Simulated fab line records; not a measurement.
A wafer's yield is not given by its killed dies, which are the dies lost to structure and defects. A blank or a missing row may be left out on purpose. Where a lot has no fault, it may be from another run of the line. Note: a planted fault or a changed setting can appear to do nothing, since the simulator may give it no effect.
fab line records	flow n5-finfet
record: lots: 7	wafers: 18	last-day: 21
route steps=1938 shown BEOL_M0_SAQP@680 BEOL_M4@1111 PASSIVATION@1936
lots that met no fault: from a run of the same line without faults
start-h: hours from the record's opening day to when the first of the lot's shown wafers began	wait-h: hours elapsed since this lot's preceding step	" unchanged from the row above	L1.1+2: one row covering several wafers at once	- no value, or no start given	* or withheld: withheld	< > ~ a bound
route shown NAME@n: NAME is a module with steps in the file, n the number in the route of the first one	usual: the fault-free wafers' mean and standard deviation	same: alike in all rows	chamber/n: place in a boat	sites: readings site by site	_std_site: their standard deviation	_edge_site: outer sites' mean less inner sites'	radius-mm: how far each site lies from the wafer's centre	mask NAME#n: copy n	behind: tool/chamber where the wafer was last shaped	hold: why the lot was held/for how many hours/how that ended	device: whichever transistor did not switch (one of n, p or np)	end of line: tests of these same wafers at the route's end	a step without rows: its recipe alone	killed: dies lost to structure and defects at the first sort, not the wafer's yield	map: the dies of a wafer, with x for killed, . for not killed, _ for no die there
set.NAME: the setting the step ran with; set.NAME@STEP: the setting that earlier step ran with	model.NAME: the simulator's own value behind a step, which no gauge read
a table for each step, a row for each wafer; lots at some steps of the route
services: from which hour (start-h, from the record's first day; less than 0 if before it) a tool's chamber was out of use, for how many hours, and why
== steps ==
step: N5_BEOL_M0_SAQP_COAT_69
recipe: resist: SOC	temp-c: 250	time-s: 60	spin-rpm: 1500	resist-thk-nm: 90
step: N5_BEOL_M0_SAQP_COAT_72
recipe: resist: SiARC	temp-c: 220	time-s: 60	spin-rpm: 1500	resist-thk-nm: 15
step: N5_BEOL_M0_SAQP_COAT_87
recipe: resist: underlayer	temp-c: 205	time-s: 60	spin-rpm: 1500	resist-thk-nm: 5
step: N5_BEOL_M0_SAQP_COAT_34
recipe: resist: CAR-EUV	spin-rpm: 1500	resist-thk-nm: 30
step: N5_BEOL_M0_SAQP_EBR_36
recipe: solvent: PGMEA	ebr-width-mm: 1.5
step: N5_BEOL_M0_SAQP_SOFTBAKE_35
recipe: temp-c: 110	time-s: 60	resist: CAR-EUV
step: N5_BEOL_M0_SAQP_EXPOSE_37
recipe: mask-id: M0_CUT1	na: 0.33	source-shape: annular	sigma-inner: 0.35	sigma-outer: 0.8	polarization: unpolarized	target-cd-nm: 30	dose-mj: 44.75
step: N5_BEOL_M0_SAQP_PEB_38
recipe: peb-temp-c: 100	peb-time-s: 60	resist: CAR-EUV
step: N5_BEOL_M0_SAQP_DEVELOP_39
recipe: develop-time-s: 30	developer: TMAH	resist: CAR-EUV	rinse-liquid: surfactant-rinse	dry: air-spin	dev-temp-c: 23
step: N5_BEOL_M0_SAQP_CD_MEAS_40
recipe: target-cd-nm: 30	landing-energy-ev: 500	detector: se-inlens
usual: cd-nm: 29.9/0.3
same: landing-energy-ev: 500
lot.wafer	tool	chamber	start-h	wait-h	cd-nm
L668.1	cd-sem-03	0	132.77	-	29.9
L668.4	"	0	"	"	30.5
L668.6	"	0	"	"	30.3
L672.1	cd-sem-02	0	158.68	-	30.2
L672.2	"	0	"	"	30.1
L672.4	"	0	"	"	30.2
L678.4	cd-sem-03	0	189.82	-	29.6
L678.6	"	0	"	"	29.8
L680.4	cd-sem-01	0	199.17	-	30.0
L680.6	"	0	"	"	29.9
L682.1	cd-sem-01	0	215.02	-	30.0
L682.6	"	0	"	"	29.9
L684.1	cd-sem-03	0	223.18	-	29.7
L684.4	"	0	"	"	29.7
L684.5	"	0	"	"	30.0
L688.1	cd-sem-03	0	248.69	-	29.6
L688.2	"	0	"	"	30.0
L688.3	"	0	"	"	29.9
step: N5_BEOL_M0_SAQP_OVL_MEAS_41
recipe: points-per-wafer: 522
usual: M0_CUT1_OVL: -0.1/0.86
lot.wafer	tool	chamber	start-h	wait-h	M0_CUT1_OVL[nm]
L668.1	overlay-01	0	132.80	0.0	-0.4
L668.4	"	0	"	"	0.5
L668.6	"	0	"	"	1.1
L672.1	overlay-01	0	158.71	0.0	-1.8
L672.2	"	0	"	"	-0.2
L672.4	"	0	"	"	-0.6
L678.4	overlay-01	0	189.87	0.0	0.7
L678.6	"	0	"	"	0.6
L680.4	overlay-02	0	199.21	0.0	-0.5
L680.6	"	0	"	"	0.2
L682.1	overlay-02	0	215.05	0.0	0.4
L682.6	"	0	"	"	-1.6
L684.1	overlay-02	0	223.21	0.0	0.7
L684.4	"	0	"	"	0.5
L684.5	"	0	"	"	0.3
L688.1	overlay-01	0	248.72	0.0	0.7
L688.2	"	0	"	"	1.3
L688.3	"	0	"	"	1.0
step: N5_BEOL_M0_SAQP_INSPECT_42
recipe: mode: adi	inspect-instrument: brightfield
usual: raw-defect-count: 272/71
lot.wafer	tool	chamber	start-h	wait-h	raw-defect-count
L668.1	defect-inspect-01	-	132.86	0.1	434
L668.4	"	-	"	"	379
L668.6	"	-	"	"	487
L672.1	defect-inspect-01	-	158.77	0.1	173
L672.2	"	-	"	"	188
L672.4	"	-	"	"	258
L678.4	defect-inspect-02	-	189.91	0.0	378
L678.6	"	-	"	"	240
L680.4	defect-inspect-01	-	199.25	0.0	227
L680.6	"	-	"	"	315
L682.1	defect-inspect-02	-	215.11	0.1	215
L682.6	"	-	"	"	204
L684.1	defect-inspect-02	-	223.27	0.1	285
L684.4	"	-	"	"	257
L684.5	"	-	"	"	190
L688.1	defect-inspect-02	-	248.78	0.1	161
L688.2	"	-	"	"	202
L688.3	"	-	"	"	270
step: N5_BEOL_M0_SAQP_DESCUM_45
recipe: chemistry: O2	time-s: 7	source-power-w: 50	bias-power-w: 20	pressure-mtorr: 20	rf-frequency-hz: 2.712e+07	temp-c: 40	resist: CAR-EUV	o2-flow-sccm: 225
usual: chamber-pressure-mTorr: 20.000/0.016	drypump-motor-current-A: 5.6/0.44	oes-product-au: 0.77/0.076	rf-fwd-power-W: 49.38/0.25	rf-vpp-V: 243.6/1.5	showerhead-plenum-p-Torr: 2.10/0.085	throttle-valve-pct: 20.42/0.2
lot.wafer	tool	chamber	start-h	wait-h	chamber-pressure-mTorr	drypump-motor-current-A	oes-product-au	rf-fwd-power-W	rf-hours-counter-h	rf-vpp-V	showerhead-plenum-p-Torr	throttle-valve-pct	model.CAR-EUV_of_BEOL_M0_SAQP_COAT_34.thk-nm
L668.1	rie-diel-06	3	132.90	0.0	19.992	6.0	0.66	49.06	246	246.5	2.14	20.70	26.2
L668.4	"	1	"	"	19.974	5.6	0.84	49.29	60	246.0	2.22	20.16	26.2
L668.6	"	1	"	"	20.009	5.5	0.83	49.33	-	245.3	2.22	20.16	26.2
L672.1	rie-diel-02	0	159.04	0.3	20.004	4.8	0.71	48.95	227	241.4	1.99	20.94	26
L672.2	"	1	"	"	20.005	6.4	0.83	48.82	73	245.3	2.24	20.43	26
L672.4	"	2	"	"	20.003	5.0	0.73	49.64	206	244.3	2.17	20.46	26
L678.4	rie-diel-06	2	189.97	0.1	20.010	5.5	0.71	49.92	222	242.0	2.05	20.33	26
L678.6	"	3	"	"	20.012	6.0	0.98	49.27	-	244.3	2.13	20.27	25.6
L680.4	rie-diel-06	2	199.29	0.0	20.003	5.6	0.70	49.97	226	242.6	2.05	20.34	26
L680.6	"	0	"	"	19.988	5.8	0.77	49.52	-	243.2	2.07	20.41	25.4
L682.1	rie-diel-06	3	215.16	0.1	19.981	6.1	0.95	49.25	13	243.7	2.13	20.30	25.4
L682.6	"	2	"	"	20.012	5.6	0.70	49.53	-	244.3	2.05	20.34	25.6
L684.1	rie-diel-02	3	223.31	0.0	19.988	5.7	0.85	49.44	87	241.7	2.02	20.61	26
L684.4	"	0	"	"	19.987	4.8	0.70	48.97	246	241.1	1.98	20.97	25.8
L684.5	"	0	"	"	20.021	4.8	0.71	49.23	-	241.1	1.98	20.96	26
L688.1	rie-diel-05	0	248.81	0.0	19.999	5.0	0.71	49.69	193	242.1	2.00	20.68	26.2
L688.2	"	1	"	"	19.986	5.6	0.71	49.50	221	244.3	2.12	20.39	26.2
L688.3	"	3	"	"	19.984	5.7	0.72	49.22	181	242.6	1.98	20.25	26
step: N5_BEOL_M0_SAQP_ETCH_88
recipe: chemistry: N2/H2	target: underlayer	target-depth-a: 65	time-s: 5.2	ion-energy-ev: 200	mask-material: CAR-EUV	pressure-mtorr: 30	source-w: 840	bias-w: 150	n2-flow-sccm: 200	h2-flow-sccm: 200	ends: cleared
usual: chamber-pressure-mTorr: 30.00/0.04	drypump-motor-current-A: 5.6/0.44	etch-rf-on-time-s: 5.23/0.18	h2-flow-sccm: 200.0/0.61	oes-product-au: 0.66/0.068	rf-fwd-power-W: 819.3/2.3	rf-vpp-V: 524.4/3	showerhead-plenum-p-Torr: 2.56/0.099	throttle-valve-pct: 17.91/0.29
lot.wafer	tool	chamber	start-h	wait-h	chamber-pressure-mTorr	drypump-motor-current-A	etch-rf-on-time-s	h2-flow-sccm	oes-product-au	rf-fwd-power-W	rf-hours-counter-h	rf-vpp-V	showerhead-plenum-p-Torr	throttle-valve-pct
L668.1	rie-diel-06	3	132.93	0.0	29.95	6.0	5.04	199.6	0.59	815.6	246	524.0	2.60	18.14
L668.4	"	1	"	"	30.00	5.6	5.25	199.9	0.72	816.2	60	525.8	2.67	17.35
L668.6	"	1	"	"	30.03	5.5	5.23	199.7	0.73	817.8	-	526.5	2.67	17.37
L672.1	rie-diel-02	0	159.08	0.0	30.10	4.8	5.04	199.3	0.59	820.8	227	520.9	2.39	18.29
L672.2	"	1	"	"	30.00	6.4	5.43	201.3	0.69	818.4	73	526.8	2.68	17.61
L672.4	"	2	"	"	30.06	5.0	5.52	199.3	0.60	821.1	206	525.8	2.62	17.88
L678.4	rie-diel-06	2	190.00	0.0	30.00	5.6	5.33	199.7	0.59	820.1	222	524.1	2.50	17.79
L678.6	"	3	"	"	29.97	6.1	4.87	199.7	0.87	820.1	-	527.2	2.60	17.69
L680.4	rie-diel-06	2	199.32	0.0	30.01	5.5	5.31	200.3	0.60	816.3	226	522.6	2.50	17.81
L680.6	"	0	"	"	29.95	5.8	5.36	201.5	0.64	820.8	-	523.5	2.57	18.18
L682.1	rie-diel-06	3	215.19	0.0	30.02	6.1	4.77	200.6	0.83	822.9	13	525.5	2.59	17.71
L682.6	"	2	"	"	29.98	5.5	5.23	200.6	0.60	821.0	-	521.1	2.50	17.77
L684.1	rie-diel-02	3	223.34	0.0	30.03	5.7	5.31	199.8	0.70	819.9	87	522.2	2.50	18.49
L684.4	"	0	"	"	30.01	4.8	5.06	201.3	0.59	821.1	246	518.9	2.38	18.33
L684.5	"	0	"	"	29.97	4.8	5.05	200.1	0.59	820.4	-	518.4	2.38	18.34
L688.1	rie-diel-05	0	248.85	0.0	30.01	5.0	5.23	200.1	0.61	822.1	193	523.0	2.41	17.96
L688.2	"	1	"	"	30.05	5.6	5.29	199.7	0.59	817.5	221	528.1	2.63	18.13
L688.3	"	3	"	"	29.98	5.7	5.15	199.4	0.63	824.1	181	521.7	2.43	17.83
step: N5_BEOL_M4_RC_MEAS_101
usual: DIBL_N: 36.1/2.3	DIBL_P: 36/3.2	IOFF_N: 0.16/0.045	IOFF_P: 0.21/0.049	ION_N: 674/14	ION_P: 462/8.4	SS_N: 71.6/0.83	SS_P: 73.2/0.87	VT_N: 249/3.8	VT_P: -250/3.4
lot.wafer	tool	chamber	start-h	wait-h	DIBL_N[mV/V]	DIBL_P[mV/V]	IOFF_N[nA/um]	IOFF_P[nA/um]	ION_N[uA/um]	ION_P[uA/um]	SS_N[mV/dec]	SS_P[mV/dec]	VT_N[mV]	VT_P[mV]
L668.1	prober-01	0	259.92	0.0	38.4	42	0.23	0.32	695	476	71.7	74.3	243	-244
L668.4	"	0	"	"	33.2	34	0.12	0.17	682	471	70.8	72.6	252	-250
L668.6	"	0	"	"	40.3	43	0.27	0.34	689	469	72.4	74.6	239	-244
L672.1	prober-02	0	310.74	0.0	41.7	42	0.29	0.30	681	461	73.6	75.0	245	-248
L672.2	"	0	"	"	37.4	38	0.19	0.23	692	471	71.7	74.3	245	-251
L672.4	"	0	"	"	38.4	39	0.21	0.24	676	456	72.8	74.8	247	-251
L680.4	prober-01	0	345.17	0.5	33.9	34	0.13	0.16	667	457	70.4	72.4	248	-255
L680.6	"	0	"	"	35.0	35	0.14	0.18	661	450	70.6	72.9	251	-252
L678.4	prober-02	0	345.27	0.5	35.0	34	0.14	0.19	658	451	71.9	72.7	248	-251
L678.6	"	0	"	"	33.1	31	0.11	0.15	658	453	71.1	72.1	252	-254
L682.1	prober-01	0	354.89	0.0	36.6	38	0.16	0.21	665	455	72.2	73.6	249	-253
L682.6	"	0	"	"	36.1	38	0.17	0.19	683	466	72.7	73.5	247	-255
L684.1	prober-01	0	388.33	0.0	35.1	37	0.15	0.22	677	463	71.2	73.7	249	-249
L684.4	"	0	"	"	32.4	34	0.12	0.17	653	453	70.1	72.3	256	-253
L684.5	"	0	"	"	35.5	37	0.16	0.21	679	464	70.7	73.4	251	-249
L688.1	prober-01	0	393.78	0.0	34.9	36	0.14	0.20	675	466	71.4	73.1	251	-250
L688.2	"	0	"	"	38.5	40	0.20	0.25	690	463	72.2	73.7	248	-248
L688.3	"	0	"	"	39.8	41	0.23	0.28	678	463	73.0	74.4	249	-249
step: N5_PASSIVATION_PROBE_49
usual: defect-limited-yield: 90.9/1.6	killed_at_M0_to_M3: 37/11	killed_at_M4_up: 15/5.6	killed-at-contacts: 13/6.4	killed-at-front-end: 39/11	killed-at-other: 4/3.1	killed-dies: 107/19	killed-open: 71/14	killed-short: 34/7.8	sort_bin_4_leakage: 0.01/0.053	sort_bin_5_function: 5.3/1	sort_bin_6_memory: 3.4/0.72	sort-n-pass: 1072/20	sort-yield-pct: 90.9/1.7
same: gross-dies: 1180	killed-at-back-side: 0	sort_bin_8_speed[%]: 0
lot.wafer	tool	chamber	start-h	wait-h	defect-limited-yield[%]	killed_at_M0_to_M3	killed_at_M4_up	killed-at-contacts	killed-at-front-end	killed-at-other	killed-dies	killed-open	killed-short	sort_bin_4_leakage[%]	sort_bin_5_function[%]	sort_bin_6_memory[%]	sort-n-pass	sort-yield-pct[%]
L672.1	prober-02	-	430.21	0.0	89.3	39	19	19	40	9	126	88	32	0.25	6.4	3.6	1051	89.1
L672.2	prober-02	-	430.26	0.1	89.4	53	18	18	29	7	125	78	41	0	6.5	3.7	1055	89.4
L672.4	prober-02	-	430.36	0.2	88.5	53	23	17	39	4	136	96	36	0	7.3	3.9	1044	88.5
L680.4	prober-02	-	467.75	0.2	93.6	17	12	3	42	1	75	49	26	0	4.3	1.7	1105	93.6
L680.6	prober-02	-	467.85	0.3	93.2	19	15	6	38	2	80	47	29	0	3.5	2.9	1100	93.2
L678.4	prober-01	-	468.08	0.2	91.9	45	9	16	24	2	96	58	35	0	4.2	3.7	1084	91.9
L678.6	prober-01	-	468.18	0.3	92.9	30	12	15	25	2	84	56	26	0	4.0	3.1	1096	92.9
L684.1	prober-02	-	494.83	0.0	89.4	40	19	17	44	5	125	94	31	0	6.4	3.7	1055	89.4
L684.4	prober-02	-	494.98	0.2	89.9	28	15	21	54	1	119	90	27	0	5.8	4.1	1061	89.9
L684.5	prober-02	-	495.03	0.2	88.2	37	26	24	50	2	139	92	46	0	7.3	4.0	1041	88.2
L688.1	prober-02	-	506.77	0.5	91.4	41	4	10	45	2	102	65	36	0	4.7	3.6	1078	91.4
L688.2	prober-02	-	506.82	0.5	88.4	66	19	5	45	2	137	79	56	0	6.5	4.6	1043	88.4
L688.3	prober-02	-	506.87	0.6	89.7	57	10	9	44	2	122	80	37	0	5.3	4.4	1058	89.7
killed by level:class
L672.1 MOL_CONTACT_COAG:geometric-particle:open=16 BEOL_M2:geometric-particle:open=10 BEOL_M1:geometric-particle:open=9 BEOL_M3:geometric-particle:open=8 DUMMY_GATE:geometric-particle:open=7 FIN_SAQP:geometric-particle:short=7 STI_FIN_REVEAL:geometric-particle:open=7 BEOL_M4:geometric-particle:open=7
L672.2 MOL_CONTACT_COAG:geometric-particle:open=14 BEOL_M2:geometric-particle:open=13 BEOL_M4:geometric-particle:open=10 BEOL_M0_SAQP:geometric-particle:open=9 STI_FIN_REVEAL:geometric-particle:open=8 BEOL_M0_SAQP:geometric-particle:short=7 BEOL_M1:geometric-particle:open=5 BEOL_M1:geometric-particle:short=5
L672.4 BEOL_M0_SAQP:geometric-particle:open=15 MOL_CONTACT_COAG:geometric-particle:open=13 BEOL_M4:geometric-particle:open=12 STI_FIN_REVEAL:geometric-particle:open=10 BEOL_M0_SAQP:geometric-particle:short=9 BEOL_M1:geometric-particle:open=9 FIN_SAQP:geometric-particle:open=6 BEOL_M3:geometric-particle:open=6
L680.4 STI_FIN_REVEAL:geometric-particle:open=11 FIN_SAQP:geometric-particle:open=6 ILD0:geometric-particle:short=5 ILD0:geometric-particle:open=4 BEOL_M0:geometric-particle:open=4 BEOL_M2:geometric-particle:open=3 BEOL_M4:geometric-particle:open=3 BEOL_M5:geometric-particle:open=3
L680.6 BEOL_M4:geometric-particle:open=9 FIN_SAQP:geometric-particle:short=7 STI_FIN_REVEAL:geometric-particle:open=7 BEOL_M0_SAQP:geometric-particle:short=7 GATE_CUT:geometric-particle:short=5 GATE_CUT:geometric-particle:open=4 MOL_CONTACT_COAG:geometric-particle:open=4 FIN_SAQP:geometric-particle:open=3
L678.4 BEOL_M0_SAQP:geometric-particle:open=13 BEOL_M0_SAQP:geometric-particle:short=12 MOL_CONTACT_COAG:geometric-particle:open=11 GATE_CUT:geometric-particle:short=6 BEOL_M3:geometric-particle:open=6 STI_FIN_REVEAL:geometric-particle:open=5 MOL_CONTACT_COAG:geometric-particle:short=4 BEOL_M1:geometric-particle:open=4
L678.6 MOL_CONTACT_COAG:geometric-particle:open=9 BEOL_M0_SAQP:geometric-particle:open=7 STI_FIN_REVEAL:geometric-particle:open=6 BEOL_M1:geometric-particle:open=6 BEOL_M0_SAQP:geometric-particle:short=6 MOL_CONTACT_COAG:geometric-particle:short=5 BEOL_M3:geometric-particle:open=5 BEOL_M4:geometric-particle:open=5
L684.1 STI_FIN_REVEAL:geometric-particle:open=16 MOL_CONTACT_COAG:geometric-particle:open=14 BEOL_M0_SAQP:geometric-particle:open=11 BEOL_M4:geometric-particle:open=11 BEOL_M0_SAQP:geometric-particle:short=8 DUMMY_GATE:geometric-particle:open=7 BEOL_M2:geometric-particle:open=7 FIN_SAQP:geometric-particle:open=6
L684.4 MOL_CONTACT_COAG:geometric-particle:open=20 FIN_SAQP:geometric-particle:open=18 DUMMY_GATE:geometric-particle:open=9 BEOL_M4:geometric-particle:open=9 FIN_SAQP:geometric-particle:short=7 STI_FIN_REVEAL:geometric-particle:open=7 STI_FIN_REVEAL:geometric-particle:short=5 BEOL_M0_SAQP:geometric-particle:open=5
L684.5 MOL_CONTACT_COAG:geometric-particle:open=18 FIN_SAQP:geometric-particle:short=11 STI_FIN_REVEAL:geometric-particle:open=11 BEOL_M4:geometric-particle:open=8 BEOL_M0_SAQP:geometric-particle:short=7 BEOL_M0_SAQP:geometric-particle:open=7 BEOL_M3:geometric-particle:open=7 FIN_SAQP:geometric-particle:open=6
L688.1 FIN_SAQP:geometric-particle:open=20 FIN_SAQP:geometric-particle:short=10 BEOL_M0_SAQP:geometric-particle:open=9 MOL_CONTACT_COAG:geometric-particle:open=8 BEOL_M0_SAQP:geometric-particle:short=7 BEOL_M2:geometric-particle:short=7 BEOL_M2:geometric-particle:open=6 BEOL_M1:geometric-particle:open=5
L688.2 BEOL_M0_SAQP:geometric-particle:short=24 FIN_SAQP:geometric-particle:open=18 BEOL_M0_SAQP:geometric-particle:open=15 FIN_SAQP:geometric-particle:short=13 BEOL_M1:geometric-particle:open=8 BEOL_M3:geometric-particle:open=8 BEOL_M4:geometric-particle:open=5 BEOL_M0:geometric-particle:open=5
L688.3 BEOL_M0_SAQP:geometric-particle:open=16 BEOL_M2:geometric-particle:open=14 BEOL_M0_SAQP:geometric-particle:short=12 FIN_SAQP:geometric-particle:open=10 STI_FIN_REVEAL:geometric-particle:open=9 FIN_SAQP:geometric-particle:short=8 MOL_CONTACT_COAG:geometric-particle:open=7 STARTING-WAFER:geometric-particle:short=7
== services ==
tool	chamber	start-h	hours	kind
rie-diel-06	3	141.41	1.3	repair
rie-diel-06	3	156.83	2.9	repair
rie-diel-06	3	159.87	-	clean
rie-diel-06	3	159.87	-	consumable-replace:focus-ring
rie-diel-06	3	159.87	22.0	scheduled-down
rie-diel-06	3	159.87	22.0	vent-cycle
rie-diel-02	-	169.40	14.6	pm
rie-diel-05	3	183.44	8.8	repair
rie-diel-02	-	192.18	1.3	repair
rie-diel-02	2	210.62	5.7	repair
rie-diel-06	0	211.17	17.1	repair
rie-diel-05	3	216.50	6.9	repair
rie-diel-02	0	239.75	-	clean
rie-diel-02	0	239.75	-	consumable-replace:focus-ring
rie-diel-02	0	239.75	-	consumable-replace:showerhead
rie-diel-02	0	239.75	23.9	scheduled-down
rie-diel-02	0	239.75	23.9	vent-cycle
rie-diel-06	-	246.41	0.3	repair
== key ==
first-sign none at tools or gauges
model-effect: step: N5_BEOL_M0_SAQP_DESCUM_45	value: CAR-EUV_of_BEOL_M0_SAQP_COAT_34.thk-nm	without: 26	struck: 25.5
met-at N5_BEOL_M0_SAQP_DESCUM_45
struck-wafers L678.6,L680.6,L682.1,L682.6
onset-between 132.90 189.97
fault: kind: process-parameter-drift	tool: rie-diel-06	chamber: -	onset-h: 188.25	steps: N5_BEOL_M0_SAQP_DESCUM_45	channel: time-s	offset: *	shape: step	end-h: 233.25	scope: struck-wafers-only	acts-in: *	stated: *
